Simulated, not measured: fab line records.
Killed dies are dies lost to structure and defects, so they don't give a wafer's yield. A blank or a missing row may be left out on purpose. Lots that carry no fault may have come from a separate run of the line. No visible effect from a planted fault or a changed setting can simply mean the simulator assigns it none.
Matching of chambers | flow nand harc | 4 sister chambers for NHARC_A_BLC_STRIP_21 on rie diel-06
The step strips in O2. 18 wafers are shown with their chamber, then 9 later ones without.

== WAFERS PAIRED WITH THEIR CHAMBERS ==
wafer  | chamber | showerhead plenum p Torr (Torr) | drypump motor current A (A) | oes product au (a.u.)
L074.2 | 0       | 3.36                            | 6.14                        | 0.988
L074.3 | 1       | 3.56                            | 5.67                        | 0.996
L074.5 | 3       | 3.44                            | 6.23                        | 0.988
L078.1 | 2       | 3.27                            | 5.28                        | 1.006
L078.3 | 3       | 3.44                            | 6.23                        | 1.002
L078.5 | 3       | 3.44                            | 6.25                        | 1.009
L084.2 | 3       | 3.44                            | 6.22                        | 1.000
L084.4 | 2       | 3.27                            | 5.30                        | 1.012
L084.6 | 3       | 3.44                            | 6.24                        | 1.010
L089.1 | 2       | 3.27                            | 5.29                        | 0.994
L089.3 | 1       | 3.55                            | 5.60                        | 1.002
L089.4 | 0       | 3.36                            | 6.16                        | 0.997
L088.2 | 1       | 3.55                            | 5.62                        | 0.998
L088.4 | 2       | 3.27                            | 5.29                        | 1.003
L088.6 | 0       | 3.35                            | 6.15                        | 0.990
L095.1 | 1       | 3.55                            | 5.64                        | 0.983
L095.2 | 0       | 3.35                            | 6.15                        | 1.003
L095.3 | 3       | 3.43                            | 6.25                        | 0.996

SIGNATURES (averages over the wafers above)
reading                  | chamber 0 | chamber 1 | chamber 2 | chamber 3 | scatter within a chamber
showerhead plenum p Torr | 3.3550    | 3.5525    | 3.2700    | 3.4383    | 0.0043
drypump motor current A  | 6.1500    | 5.6325    | 5.2900    | 6.2367    | 0.0165
oes product au           | 0.99450   | 0.99475   | 1.00375   | 1.00083   | 0.00781
Rule: a wafer lies at a distance from a chamber equal to the root of the sum of squares, over the readings, of (its reading less the chamber's mean, divided by the reading's scatter). The wafer belongs to the nearest chamber; if the next one is less than 2 further off, it can't be placed. The scatter: take each reading less its chamber's mean, square it, sum over the shown wafers, divide by the number of wafers less the number of chambers, and take the root.

== WAFERS WHOSE CHAMBER IS MISSING ==
wafer  | showerhead plenum p Torr (Torr) | drypump motor current A (A) | oes product au (a.u.)
L092.3 | 3.35                            | 6.18                        | 0.994
L092.4 | 3.27                            | 5.32                        | 0.995
L092.6 | 3.27                            | 5.31                        | 1.002
L094.2 | 3.27                            | 5.28                        | 0.995
L094.5 | 3.27                            | 5.30                        | 0.992
L094.6 | 3.55                            | 5.61                        | 0.983
L097.2 | 3.35                            | 6.15                        | 1.003
L097.3 | 3.55                            | 5.62                        | 0.984
L097.6 | 3.55                            | 5.59                        | 0.979

== WHICH CHAMBER EACH ONE RAN IN ==
wafer  | from the rows above | in truth
L092.3 | 0                   | 0
L092.4 | 2                   | 2
L092.6 | 2                   | 2
L094.2 | 2                   | 2
L094.5 | 2                   | 2
L094.6 | 1                   | 1
L097.2 | 0                   | 0
L097.3 | 1                   | 1
L097.6 | 1                   | 1
Correctly placed: 9 of 9. Not placeable from these rows: 0. Number placed wrongly: 0.
